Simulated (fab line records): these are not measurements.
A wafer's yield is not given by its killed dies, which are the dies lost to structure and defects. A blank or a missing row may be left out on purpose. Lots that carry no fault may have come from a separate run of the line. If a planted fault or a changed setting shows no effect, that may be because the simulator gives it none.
The same fault as seen by 2 desks    flow n5 finfet    each desk holds nothing but its own numbers, with what lay behind them at the end

== AT THE METROLOGY DESK ==
Lot by lot, what the gauges showed, no matter which tool ran the lot: averages of those sampled wafers that carry a number. Marked OUT: a lot whose mean sits more than 4 standard deviations from the usual mean, which makes it out of limits; the brackets give that distance. Only the readings that lie furthest out on some lot appear, 7 of the 10 it has.
Columns: A = DIBL_N at N5_BEOL_M4_RC_MEAS_101, usual 36.3 mV/V; B = IOFF_N at N5_BEOL_M4_RC_MEAS_101, usual 0.157 nA/um; C = IOFF_P at N5_BEOL_M4_RC_MEAS_101, usual 0.206 nA/um; D = ION_N at N5_BEOL_M4_RC_MEAS_101, usual 673 uA/um; E = ION_P at N5_BEOL_M4_RC_MEAS_101, usual 461 uA/um; F = VT_N at N5_BEOL_M4_RC_MEAS_101, usual 249.9 mV; G = VT_P at N5_BEOL_M4_RC_MEAS_101, usual -250.6 mV
lot   first seen here  A     B      C      D    E    F      G
L889  day 9 11:23      35.9  0.137  0.196  675  464  250.4  -251.4
L899  day 11 11:48     37.4  0.201  0.253  688  468  246.0  -245.7
L900  day 11 23:23     36.5  0.152  0.230  679  470  248.1  -246.3
L906  day 13 01:19     37.2  0.161  0.227  679  465  249.4  -247.6
Finding of this desk: none of the 4 lots has anything out of limits.

== AT THE TOOL OWNER'S DESK: litho track-05 ==
The tool's own readings at N5_FIN_CUT_COAT_02 (resist thk 30 nm): means of the sampled wafers that have a number, for each lot that ran on this tool. Marked OUT: a lot whose mean sits more than 4 standard deviations from the usual mean, which makes it out of limits; the brackets give that distance.
Columns: A = spin speed rpm at N5_FIN_CUT_COAT_02, usual 1500.1 rpm
lot   first seen here  A
L889  day 3 03:53      1500.4
L899  day 5 16:10      1380.9 (-99 or more) OUT
L900  day 5 20:13      1382.1 (-99 or more) OUT
Finding of this desk: L899, L900 out of limits; the first was L899 at day 5 16:10, on spin speed rpm at N5_FIN_CUT_COAT_02. L889 stayed within limits.

== TAKEN TOGETHER ==
At day 5 16:10, on L899, L900, the tool owner's desk was in a position to raise an alarm.
Nothing out of limits was seen by the metrology desk.
The metrology desk has L899, L900 on record, within its limits.
All the named lots went through N5_FIN_CUT_COAT_02 on litho track-05.

== WHAT THE SIMULATOR HAD INSERTED ==
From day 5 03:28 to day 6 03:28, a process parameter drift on litho track-05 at N5_FIN_CUT_COAT_02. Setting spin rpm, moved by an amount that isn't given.
Shown lots that were struck: L899, L900.
How many hours passed from the start of the fault until each desk's first out-of-limits reading: the tool owner's desk, 13.
